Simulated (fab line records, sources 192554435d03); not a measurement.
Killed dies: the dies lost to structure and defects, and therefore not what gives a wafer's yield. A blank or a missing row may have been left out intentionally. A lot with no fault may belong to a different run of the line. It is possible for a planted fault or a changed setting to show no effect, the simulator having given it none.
Split-lot study | flow n5 finfet | 7 lots, 21 wafers read, on a route of 1938 steps

## ABOUT THE SPLIT
At N5_BEOL_M7_HM_DEP_02 (deposits TiN, target thk 20 nm), the setting target thk a was moved away from the recipe's 200 angstrom on 4 of the 21 wafers read, by -9.8% to -8.1%. This setting was run at the recipe's value on the other wafers.

## FROM THE SPLIT TO THE READING: what the file shows between them, 8 steps
- N5_BEOL_M7_COAT_59: time 60 s, resist thk 100 nm
- N5_BEOL_M7_COAT_60: time 60 s, resist thk 35 nm
- N5_BEOL_M7_STRIP_68: strips in N2/H2
- N5_BEOL_M7_STRIP_67: strips in CF4
- N5_BEOL_M7_HM_OPEN_17: chemistry Cl2/BCl3, target TiN, target depth 20 nm, overetch 6 nm
- N5_BEOL_M7_STRIP_19: strips in O2
- N5_BEOL_M7_STRIP_76: strips in C4F6/O2
- N5_BEOL_M7_STRIP_36: strips in N2/H2

## THE READING
TiN_of_BEOL_M7_HM_DEP_02.thk nm (the simulator's own value, which no gauge read), in nm, at N5_BEOL_M7_TRENCH_ETCH_37 (etches SiCOH lowk in C4F6/O2, target depth 93.478 nm, time 31.2 s). There is no usual value for it anywhere in the file. Average 17.4 nm, standard deviation 0.2 nm, over the 17 wafers here run with the recipe.

wafer  | tool, chamber at the split | target thk a as run, angstrom | against the recipe | TiN_of_BEOL_M7_HM_DEP_02.thk nm, nm | against lot-mates on the recipe
L074.1 | pvd sputter-02, -          | 200                           | recipe             | 17.4                                | -
L074.5 | pvd sputter-02, -          | 200                           | recipe             | 17.4                                | -
L074.4 | pvd sputter-02, -          | 183.9                         | -8.1%              | 15.8                                | -1.6
L080.2 | pvd sputter-03, -          | 200                           | recipe             | 17                                  | -
L080.4 | pvd sputter-03, -          | 200                           | recipe             | 17.2                                | -
L080.5 | pvd sputter-03, -          | 200                           | recipe             | 17.2                                | -
L081.2 | pvd sputter-01, -          | 180.4                         | -9.8%              | 15.4                                | -1.9
L081.5 | pvd sputter-01, -          | 200                           | recipe             | 17.2                                | -
L081.6 | pvd sputter-01, -          | 200                           | recipe             | 17.4                                | -
L085.3 | pvd sputter-01, -          | 200                           | recipe             | 17.6                                | -
L085.6 | pvd sputter-01, -          | 200                           | recipe             | 17.6                                | -
L085.4 | pvd sputter-01, -          | 200                           | recipe             | 17.8                                | -
L087.1 | pvd sputter-01, -          | 200                           | recipe             | 17.6                                | -
L087.4 | pvd sputter-01, -          | 200                           | recipe             | 17.6                                | -
L087.2 | pvd sputter-01, -          | 200                           | recipe             | 17.4                                | -
L091.1 | pvd sputter-02, -          | 200                           | recipe             | 17.6                                | -
L091.2 | pvd sputter-02, -          | 180.9                         | -9.5%              | 15.4                                | -2.2
L091.6 | pvd sputter-02, -          | 180.9                         | -9.5%              | 15.4                                | -2.2
L095.2 | pvd sputter-02, -          | 200                           | recipe             | 17.4                                | -
L095.3 | pvd sputter-02, -          | 200                           | recipe             | 17.4                                | -
L095.6 | pvd sputter-02, -          | 200                           | recipe             | 17.2                                | -

FIT RESULTS
A straight line over all 21 wafers: TiN_of_BEOL_M7_HM_DEP_02.thk nm changes by +0.207 nm for each +1% of target thk a; r = +0.97; the points scatter about the line by 0.19 nm.
The same after taking each lot's own level away (the mean of its wafers on the recipe; 21 wafers): +0.214 nm for each +1%; r = +0.99; scatter 0.11 nm.
That fit puts the effect of the largest move of target thk a on the reading at 2.1 nm.
Across the lots, their own levels run from 17.13 to 17.67 nm, a range of 2.7 times the standard deviation given above.
So the lot-to-lot level changes the slope little: the two slopes agree.
Check: for one of the wafers moved furthest among these (-9.8%), held out of the fit, the line's prediction against its lot-mates is -2.18 nm. It came out at -1.9 nm against them.

## THE WHOLE CHAIN: every reading that the file lists as answering this split, in the file's order
step                      | what it does                                                      | reading                                                                          | change (the file's fit)               | r (the file's)
N5_BEOL_M7_HM_DEP_02      | deposits TiN, target thk 20 nm                                    | TiN_of_BEOL_M7_HM_DEP_02.thk nm (the simulator's own value, which no gauge read) | +0.205 nm for each +1% of the setting | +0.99
N5_BEOL_M7_HM_OPEN_17     | chemistry Cl2/BCl3, target TiN, target depth 20 nm, overetch 6 nm | etch.depth nm (the simulator's own value, which no gauge read)                   | +0.2 nm for each +1% of the setting   | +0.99
N5_BEOL_M7_TRENCH_ETCH_37 | etches SiCOH lowk in C4F6/O2, target depth 93.478 nm, time 31.2 s | TiN_of_BEOL_M7_HM_DEP_02.thk nm (the simulator's own value, which no gauge read) | +0.208 nm for each +1% of the setting | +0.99

## FILE'S OWN FIT
TiN_of_BEOL_M7_HM_DEP_02.thk nm changes by +0.208 nm for each +1% of target thk a, r = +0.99.
